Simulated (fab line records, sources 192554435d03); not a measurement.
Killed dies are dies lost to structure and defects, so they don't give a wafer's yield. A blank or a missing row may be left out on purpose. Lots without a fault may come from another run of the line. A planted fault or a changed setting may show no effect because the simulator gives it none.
fab line records | flow n5_finfet
record lots=10 wafers=30 last_day=18
route steps=1938 shown BEOL_M14@1751 BEOL_M15@1774 PASSIVATION@1936
lots that met no fault: from a run of the same line without faults
start_h: hours from the record's first day to the start of the lot's first wafer shown | wait_h: hours since the lot's step before | " the same as in the row above | L1.1+2: a row that stands for several wafers | - no value, or no start given | * or withheld: withheld | < > ~ a bound
route shown NAME@n: a module of which the file shows steps, and the number in the route of the first | usual: mean/standard deviation of fault-free wafers | same: alike in all rows | chamber/n: place in a boat | sites: the reading at each site | _std_site: their standard deviation | _edge_site: outer sites' mean less inner sites' | radius_mm: how far each site lies from the wafer's centre | mask NAME#n: copy n | behind: the tool/chamber that last shaped the wafer | hold: why the lot was held/for how many hours/how that ended | device: the transistor (n, p or np) that didn't switch | end of line: the same wafers' tests at the end of the route | a step without rows: its recipe alone | killed: dies lost to structure and defects at the first sort, not the wafer's yield | map: a wafer's dies, x killed, . not, _ none there
set.NAME: the setting as run; set.NAME@STEP: as run at that earlier step | model.NAME: the simulator's own value behind a step, which no gauge read
steps of the route over a sample of lots; a table a step, a row a wafer
services: from which hour (start_h, from the record's first day; less than 0 if before it) a tool's chamber was out of use, for how many hours, and why
## steps
# step N5_BEOL_M14_ETCH_68
# recipe chemistry=N2/H2 target=SOC mask_material=SiARC source_w=3000 bias_w=350 temp_c=40 time_s=450 ion_energy_ev=200 pressure_mtorr=30 n2_flow_sccm=200 h2_flow_sccm=200
# usual drypump_motor_current_A=5.7/0.45 oes_product_au=0.81/0.099 rf_vpp_V=524/3.6 showerhead_plenum_p_Torr=2.56/0.13 throttle_valve_pct=17.8/0.3
# columns lot.wafer tool chamber start_h wait_h drypump_motor_current_A oes_product_au rf_hours_counter_h rf_vpp_V showerhead_plenum_p_Torr throttle_valve_pct
L659.1 rie_diel-01 3 246.47 0.1 5.3 0.70 244 524 2.52 17.9
L659.3 " 0 " " 5.5 0.77 106 523 2.56 17.6
L659.6 " 3 " " 5.3 0.70 - 523 2.52 17.8
L660.1 rie_diel-06 0 250.09 0.1 6.0 0.75 169 526 2.64 17.9
L660.4 " 1 " " 5.7 0.93 8 522 2.51 17.8
L660.5 " 2 " " 5.6 0.68 - 521 2.40 17.9
L663.1 rie_diel-06 0 278.88 0.1 6.1 0.74 179 525 2.63 17.9
L663.2 " 3 " " 5.8 0.76 163 526 2.62 17.7
L663.6 " 1 " " 5.7 0.90 - 523 2.51 17.8
L664.1 rie_diel-05 1 279.89 0.1 6.6 0.90 46 530 2.72 18.0
L664.3 " 0 " " 5.3 0.73 194 519 2.34 18.2
L664.5 " 3 " " 5.1 0.70 - 524 2.48 17.8
L666.1 rie_diel-05 1 292.34 0.1 6.6 0.89 50 528 2.72 18.0
L666.3 " 0 " " 5.3 0.72 198 517 2.34 18.2
L666.6 " 3 " " 5.1 0.69 - 521 2.48 17.8
L668.3 rie_diel-01 0 293.04 0.1 5.4 0.74 128 525 2.55 17.6
L668.4 " 1 " " 6.1 0.67 241 523 2.52 18.2
L668.5 " 1 " " 6.1 0.67 - 523 2.52 18.2
L677.1 rie_diel-05 3 357.59 0.1 5.1 0.94 13 523 2.47 17.3
L677.2 " 0 " " 5.3 0.70 222 517 2.33 18.3
L677.4 " 1 " " 6.6 0.87 73 527 2.71 18.0
L678.1 rie_diel-01 2 372.77 0.1 6.4 0.87 43 525 2.58 17.3
L678.3 " 1 " " 6.1 0.92 10 522 2.51 17.8
L678.4 " 3 " " 5.3 0.89 30 520 2.50 17.5
L680.2 rie_diel-06 3 374.65 0.1 5.7 0.73 194 525 2.61 17.7
L680.4 " 2 " " 5.6 0.93 18 527 2.71 17.4
L680.5 " 2 " " 5.6 0.94 - 528 2.71 17.4
L679.1 rie_diel-06 1 395.60 0.1 5.7 0.84 56 521 2.49 17.9
L679.3 " 2 " " 5.6 0.92 24 528 2.70 17.4
L679.6 " 1 " " 5.8 0.84 - 523 2.49 17.9
# step N5_BEOL_M14_PRE_CLEAN_42
# recipe gas=H2/He time_s=30 temp_c=300
# usual heater_power_w=445/46 susceptor_temp_C=300.01/0.2
# columns lot.wafer tool chamber start_h wait_h heater_power_w susceptor_temp_C
L659.1 pvd_sputter-01 - 247.57 0.0 444 300.26
L659.3 " - " " 423 300.00
L659.6 " - " " 476 300.13
L660.1 pvd_sputter-01 - 251.27 0.0 412 300.26
L660.4 " - " " 467 300.04
L660.5 " - " " 474 300.02
L663.1 pvd_sputter-03 - 280.41 0.0 456 300.07
L663.2 " - " " 459 300.10
L663.6 " - " " 474 300.35
L664.1 pvd_sputter-02 - 280.75 0.0 571 299.96
L664.3 " - " " 369 300.12
L664.5 " - " " 454 299.87
L666.1 pvd_sputter-03 - 294.35 0.0 458 300.02
L666.3 " - " " 414 300.25
L666.6 " - " " 423 300.34
L668.3 pvd_sputter-03 - 294.71 0.0 431 299.81
L668.4 " - " " 420 300.23
L668.5 " - " " 435 299.84
L677.1 pvd_sputter-03 - 359.78 0.0 419 299.78
L677.2 " - " " 416 300.31
L677.4 " - " " 446 299.50
L678.1 pvd_sputter-03 - 375.47 0.0 433 300.21
L678.3 " - " " 462 299.71
L678.4 " - " " 463 300.27
L680.2 pvd_sputter-02 - 376.20 0.0 357 300.07
L680.4 " - " " 456 300.21
L680.5 " - " " 361 299.94
L679.1 pvd_sputter-03 - 400.69 0.0 418 300.02
L679.3 " - " " 457 299.89
L679.6 " - " " 462 299.81
# step N5_BEOL_M14_SPUTTER_44
# recipe material=Ta target_thk_a=150 temp_c=50 bias_v=80 power_w=15000 chamber_pressure_pa=0.07 time_s=24.19
# usual susceptor_temp_C=50.00/0.12 throttle_valve_pct=30.0/1.5
# columns lot.wafer tool chamber start_h wait_h susceptor_temp_C throttle_valve_pct
L659.1 pvd_sputter-01 - 247.69 0.0 49.87 29.9
L659.3 " - " " 49.85 30.7
L659.6 " - " " 50.06 29.8
L660.1 pvd_sputter-01 - 251.39 0.0 49.98 30.4
L660.4 " - " " 50.02 29.9
L660.5 " - " " 50.18 29.9
L663.1 pvd_sputter-03 - 280.53 0.0 49.97 31.0
L663.2 " - " " 50.14 28.6
L663.6 " - " " 49.86 30.7
L664.1 pvd_sputter-02 - 280.87 0.0 50.19 29.1
L664.3 " - " " 50.06 32.4
L664.5 " - " " 49.97 31.1
L666.1 pvd_sputter-03 - 294.47 0.0 50.04 28.5
L666.3 " - " " 49.75 31.5
L666.6 " - " " 49.75 31.5
L668.3 pvd_sputter-03 - 294.83 0.0 49.92 27.8
L668.4 " - " " 50.14 31.7
L668.5 " - " " 50.09 27.8
L677.1 pvd_sputter-03 - 359.90 0.0 49.89 28.0
L677.2 " - " " 50.01 31.6
L677.4 " - " " 49.94 28.5
L678.1 pvd_sputter-03 - 375.59 0.0 50.07 31.3
L678.3 " - " " 50.09 30.8
L678.4 " - " " 50.18 28.6
L680.2 pvd_sputter-02 - 376.32 0.0 50.17 32.5
L680.4 " - " " 49.97 28.3
L680.5 " - " " 50.12 32.5
L679.1 pvd_sputter-03 - 400.81 0.0 49.97 31.4
L679.3 " - " " 49.92 28.7
L679.6 " - " " 50.10 31.0
# step N5_BEOL_M14_CMP_49
# recipe stop_on=SiO2 t_overpolish_s=5.2 down_force_psi=2 platen_rpm=80 clearing_platen_down_force_psi=2 clearing_platen_rpm=80 post_cmp_clean=cu_alkaline target_thk_nm=560 clearing_platen_pad_velocity_m_s=1.5917 pad_velocity_m_s=1.5917
# usual barrier_field_endpoint_s=11.33/0.3 head_pressure_psi=1.999/0.0052 motor_current_A=7.9/0.9 slurry_flow_ml_min=150.0/0.48
# columns lot.wafer tool chamber start_h wait_h barrier_field_endpoint_s head_pressure_psi motor_current_A slurry_flow_ml_min
L659.3 cmp-01 2 248.37 0.2 11.26 1.998 7.6 150.0
L659.1 " 0 " " 11.54 1.997 8.2 148.7
L659.6 " 2 " " 11.16 1.992 8.1 149.5
L660.4 cmp-04 0 252.14 0.1 11.65 2.002 6.5 150.0
L660.1 " 1 " " 11.45 2.016 8.5 149.9
L660.5 " 0 " " 11.47 2.010 6.5 150.6
L663.1 cmp-01 0 281.62 0.3 13.86 1.990 8.5 150.0
L663.2 " 2 " " 11.35 2.003 7.4 149.8
L663.6 " 0 " " 11.46 1.990 7.8 148.6
L664.1 cmp-03 0 281.89 0.3 10.81 1.993 9.2 150.2
L664.3 " 3 " " 10.68 1.996 7.7 149.9
L664.5 " 1 " " 10.92 2.000 8.9 150.9
L666.3 cmp-03 2 295.15 0.2 13.73 2.004 8.4 149.8
L666.1 " 0 " " 13.64 1.996 9.6 150.6
L666.6 " 3 " " 11.13 2.004 8.0 150.6
L668.4 cmp-03 1 295.51 0.1 14.04 2.004 8.2 150.6
L668.3 " 3 " " 13.65 2.004 8.1 149.6
L668.5 " 1 " " 11.62 2.001 8.4 150.6
L677.4 cmp-04 3 360.59 0.1 11.89 1.997 6.8 150.5
L677.1 " 0 " " 11.54 1.999 6.3 149.9
L677.2 " 2 " " 11.39 1.997 8.7 149.9
L678.1 cmp-03 1 376.37 0.3 11.32 1.999 9.3 150.3
L678.4 " 2 " " 11.34 2.003 8.5 150.5
L678.3 " 3 " " 11.29 2.005 7.9 149.7
L680.4 cmp-04 3 377.22 0.2 11.60 1.991 6.7 149.7
L680.2 " 1 " " 11.00 1.997 9.1 150.0
L680.5 " 2 " " 10.94 1.995 9.1 149.6
L679.3 cmp-04 0 401.54 0.2 11.70 1.999 6.6 149.8
L679.1 " 2 " " 11.54 2.003 8.7 150.1
L679.6 " 3 " " 12.09 1.996 6.9 150.0
# step N5_BEOL_M15_THK_MEAS_01
# recipe reads=SiO2_of_BEOL_M15_ILD_DEP_00
# usual M15_ILD_THK=1621/24
# columns lot.wafer tool chamber start_h wait_h M15_ILD_THK[nm]
L659.1 film_metro-01 - 249.11 0.1 1591
L659.3 " - " " 1611
L659.6 " - " " 1639
L660.1 film_metro-02 - 252.88 0.1 1605
L660.4 " - " " 1634
L660.5 " - " " 1609
L663.1 film_metro-02 - 282.36 0.1 1605
L663.2 " - " " 1607
L663.6 " - " " 1638
L664.1 film_metro-01 - 282.62 0.1 1594
L664.3 " - " " 1576
L664.5 " - " " 1604
L666.1 film_metro-01 - 295.89 0.1 1595
L666.3 " - " " 1601
L666.6 " - " " 1621
L668.3 film_metro-02 - 296.30 0.1 1596
L668.4 " - " " 1604
L668.5 " - " " 1640
L677.1 film_metro-02 - 361.43 0.2 1626
L677.2 " - " " 1587
L677.4 " - " " 1617
L678.1 film_metro-01 - 377.10 0.1 1595
L678.3 " - " " 1608
L678.4 " - " " 1634
L680.2 film_metro-01 - 377.92 0.1 1600
L680.4 " - " " 1638
L680.5 " - " " 1617
L679.1 film_metro-01 - 402.67 0.6 1539
L679.3 " - " " 1580
L679.6 " - " " 1575
# step N5_PASSIVATION_PROBE_49
# usual defect_limited_yield=90.9/1.5 killed_at_M0_to_M3=35/10 killed_at_M4_up=14/5.2 killed_at_contacts=13/7.3 killed_at_front_end=42/12 killed_at_other=3.4/2.5 killed_dies=108/18 killed_open=70/13 killed_short=35/8 sort_bin_4_leakage=0.00/0.007 sort_bin_5_function=5.4/1 sort_bin_6_memory=3.4/0.71 sort_n_pass=1072/18 sort_yield_pct=90.9/1.5
# same gross_dies=1180 killed_at_back_side=0 sort_bin_8_speed[%]=0
# columns lot.wafer tool chamber start_h wait_h defect_limited_yield[%] killed_at_M0_to_M3 killed_at_M4_up killed_at_contacts killed_at_front_end killed_at_other killed_dies killed_open killed_short sort_bin_4_leakage[%] sort_bin_5_function[%] sort_bin_6_memory[%] sort_n_pass sort_yield_pct[%]
L659.1 prober-02 - 273.68 0.0 93.1 25 12 11 28 6 82 49 32 0 3.3 3.3 1098 93.1
L659.3 prober-02 - 273.78 0.1 92.8 18 16 14 33 4 85 57 26 0 4.9 1.9 1095 92.8
L659.6 prober-02 - 273.93 0.3 91.5 19 23 10 42 6 100 70 24 0 4.9 3.2 1080 91.5
L663.1 prober-01 - 303.99 0.0 90.7 29 10 11 55 5 110 69 36 0 5.5 3.2 1070 90.7
L663.2 prober-01 - 304.04 0.1 93.7 25 6 4 37 2 74 51 23 0 3.6 2.3 1106 93.7
L663.6 prober-01 - 304.24 0.3 92.1 32 14 12 31 4 93 57 34 0 4.3 3.1 1087 92.1
L668.3 prober-01 - 317.58 0.1 88.8 42 7 19 60 4 132 85 41 0 5.9 4.7 1048 88.8
L668.4 prober-01 - 317.63 0.2 91.4 34 13 15 39 1 102 61 39 0 5.0 3.2 1078 91.4
L668.5 prober-01 - 317.68 0.2 89.2 43 13 20 51 1 128 83 39 0 5.3 4.7 1052 89.2
L666.1 prober-02 - 320.97 0.0 92.4 43 12 7 22 6 90 62 28 0 4.9 2.4 1090 92.4
L666.3 prober-02 - 321.07 0.1 91.8 30 14 6 47 0 97 67 26 0 5.3 2.8 1083 91.8
L666.6 prober-02 - 321.22 0.3 90.1 37 25 5 48 2 117 77 39 0 6.2 3.6 1063 90.1
L678.1 prober-01 - 405.70 0.0 92.4 19 7 10 47 7 90 59 26 0 4.6 2.9 1090 92.4
L678.3 prober-01 - 405.80 0.1 93.6 26 11 1 34 3 75 45 27 0 3.8 2.5 1105 93.6
L678.4 prober-01 - 405.85 0.2 89.8 37 9 10 64 0 120 82 32 0 6.8 2.9 1060 89.8
# killed by level:class
L659.1 MOL_CONTACT_COAG:geometric_particle:open=7 BEOL_M3:geometric_particle:open=7 FIN_SAQP:geometric_particle:short=6 BEOL_M0_SAQP:geometric_particle:short=6 BEOL_M1:geometric_particle:open=5 STI_FIN_REVEAL:geometric_particle:open=4 ILD0:geometric_particle:open=4 MOL_CONTACT_COAG:geometric_particle:short=4
L659.3 MOL_CONTACT_COAG:geometric_particle:open=14 BEOL_M4:geometric_particle:open=13 GATE_CUT:geometric_particle:short=7 FIN_SAQP:geometric_particle:open=6 FIN_SAQP:geometric_particle:short=5 BEOL_M0_SAQP:geometric_particle:open=4 BEOL_M0_SAQP:geometric_particle:short=4 ILD0:geometric_particle:short=3
L659.6 FIN_SAQP:geometric_particle:open=17 BEOL_M4:geometric_particle:open=17 MOL_CONTACT_COAG:geometric_particle:open=6 BEOL_M0_SAQP:geometric_particle:open=5 FIN_SAQP:geometric_particle:short=4 BEOL_M3:geometric_particle:open=4 STARTING-WAFER:geometric_particle:open=4 BEOL_M0:geometric_particle:open=3
L663.1 FIN_SAQP:geometric_particle:open=11 FIN_SAQP:geometric_particle:short=9 STI_FIN_REVEAL:geometric_particle:open=7 MOL_CONTACT_COAG:geometric_particle:open=6 DUMMY_GATE:geometric_particle:open=5 BEOL_M1:geometric_particle:open=5 BEOL_M2:geometric_particle:open=5 ILD0:geometric_particle:short=4
L663.2 FIN_SAQP:geometric_particle:short=9 FIN_SAQP:geometric_particle:open=8 BEOL_M3:geometric_particle:open=6 BEOL_M0_SAQP:geometric_particle:open=6 BEOL_M2:geometric_particle:open=5 MOL_CONTACT_COAG:geometric_particle:open=4 DUMMY_GATE:geometric_particle:open=3 STARTING-WAFER:geometric_particle:open=3
L663.6 BEOL_M0_SAQP:geometric_particle:open=11 MOL_CONTACT_COAG:geometric_particle:open=10 BEOL_M0_SAQP:geometric_particle:short=10 FIN_SAQP:geometric_particle:short=6 DUMMY_GATE:geometric_particle:open=6 STI_FIN_REVEAL:geometric_particle:open=5 BEOL_M3:geometric_particle:open=5 FIN_SAQP:geometric_particle:open=4
L668.3 STI_FIN_REVEAL:geometric_particle:open=27 MOL_CONTACT_COAG:geometric_particle:open=14 BEOL_M0_SAQP:geometric_particle:short=11 BEOL_M3:geometric_particle:open=8 GATE_CUT:geometric_particle:short=8 BEOL_M0_SAQP:geometric_particle:open=7 FIN_SAQP:geometric_particle:open=6 STI_FIN_REVEAL:geometric_particle:short=5
L668.4 MOL_CONTACT_COAG:geometric_particle:open=13 BEOL_M0_SAQP:geometric_particle:short=10 BEOL_M0_SAQP:geometric_particle:open=9 STI_FIN_REVEAL:geometric_particle:open=6 GATE_CUT:geometric_particle:short=6 FIN_SAQP:geometric_particle:open=5 STI_FIN_REVEAL:geometric_particle:short=4 BEOL_M1:geometric_particle:open=4
L668.5 MOL_CONTACT_COAG:geometric_particle:open=18 BEOL_M0_SAQP:geometric_particle:short=14 BEOL_M0_SAQP:geometric_particle:open=13 STI_FIN_REVEAL:geometric_particle:open=12 GATE_CUT:geometric_particle:short=8 FIN_SAQP:geometric_particle:open=6 STARTING-WAFER:geometric_particle:open=6 BEOL_M3:geometric_particle:open=6
L666.1 BEOL_M0_SAQP:geometric_particle:open=17 BEOL_M0_SAQP:geometric_particle:short=9 BEOL_M2:geometric_particle:open=7 MOL_CONTACT_COAG:geometric_particle:open=6 BEOL_M4:geometric_particle:open=6 FIN_SAQP:geometric_particle:short=4 GATE_CUT:geometric_particle:short=4 BEOL_M3:geometric_particle:open=4
L666.3 GATE_CUT:geometric_particle:short=11 FIN_SAQP:geometric_particle:open=10 BEOL_M2:geometric_particle:open=10 BEOL_M0_SAQP:geometric_particle:open=6 STI_FIN_REVEAL:geometric_particle:open=5 MOL_CONTACT_COAG:geometric_particle:open=5 ILD0:geometric_particle:open=4 GATE_CUT:geometric_particle:open=4
L666.6 BEOL_M4:geometric_particle:open=11 STI_FIN_REVEAL:geometric_particle:open=10 BEOL_M0_SAQP:geometric_particle:open=9 BEOL_M1:geometric_particle:open=9 BEOL_M2:geometric_particle:open=7 BEOL_M8:geometric_particle:open=6 FIN_SAQP:geometric_particle:short=5 BEOL_M0_SAQP:geometric_particle:short=5
L678.1 DUMMY_GATE:geometric_particle:open=10 STI_FIN_REVEAL:geometric_particle:open=8 BEOL_M3:geometric_particle:open=7 FIN_SAQP:geometric_particle:open=6 MOL_CONTACT_COAG:geometric_particle:open=6 GATE_CUT:geometric_particle:short=5 MOL_CONTACT_COAG:geometric_particle:short=4 STARTING-WAFER:geometric_particle:short=4
L678.3 FIN_SAQP:geometric_particle:open=12 FIN_SAQP:geometric_particle:short=9 BEOL_M2:geometric_particle:open=7 BEOL_M1:geometric_particle:short=5 BEOL_M3:geometric_particle:open=5 BEOL_M4:geometric_particle:open=5 BEOL_M1:geometric_particle:open=3 STARTING-WAFER:geometric_particle:short=3
L678.4 BEOL_M3:geometric_particle:open=13 DUMMY_GATE:geometric_particle:open=11 FIN_SAQP:geometric_particle:short=10 FIN_SAQP:geometric_particle:open=10 MOL_CONTACT_COAG:geometric_particle:open=8 BEOL_M2:geometric_particle:open=7 GATE_CUT:geometric_particle:open=6 FIN_CUT:geometric_particle:open=5
## services
# columns tool chamber start_h hours kind
cmp-03 - 224.34 1.3 repair
cmp-03 - 238.35 2.4 repair
rie_diel-01 2 252.91 7.8 repair
cmp-01 - 256.07 10.5 repair
cmp-03 - 263.56 1.7 repair
cmp-04 - 265.44 5.6 pm
rie_diel-06 2 288.52 - clean
rie_diel-06 2 288.52 - consumable_replace:focus_ring
rie_diel-06 2 288.52 - consumable_replace:showerhead
rie_diel-06 2 288.52 22.3 scheduled_down
rie_diel-06 2 288.52 22.3 vent_cycle
cmp-03 - 289.50 4.0 pm
pvd_sputter-01 - 297.03 20.4 repair
cmp-03 - 297.22 4.2 pm
cmp-04 - 302.21 1.7 repair
rie_diel-06 3 309.61 11.3 repair
cmp-03 - 311.08 1.1 repair
rie_diel-01 3 331.39 3.3 repair
pvd_sputter-02 - 335.00 4.1 repair
rie_diel-06 2 357.44 6.5 repair
cmp-01 - 358.16 0.3 repair
rie_diel-05 3 367.90 10.7 repair
cmp-01 - 377.67 0.8 repair
cmp-01 - 399.24 2.6 repair
## key
first_sign step=N5_BEOL_M14_CMP_49 reading=barrier_field_endpoint_s direction=up sigmas=8.2 usual=11.33 struck=13.78
effect none on later readings
met_at N5_BEOL_M14_SPUTTER_44
struck_lots L663,L666,L668
struck_wafers L663.1,L666.1,L666.3,L668.3,L668.4
not_acting_at N5_BEOL_M14_ETCH_68,N5_BEOL_M14_PRE_CLEAN_42,N5_BEOL_M15_THK_MEAS_01
fault kind=process_parameter_drift tool=pvd_sputter-03 chamber=- onset_h=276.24 steps=N5_BEOL_M14_SPUTTER_44 channel=time_s offset=* shape=step end_h=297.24 scope=struck_wafers_only acts_in=* stated=*
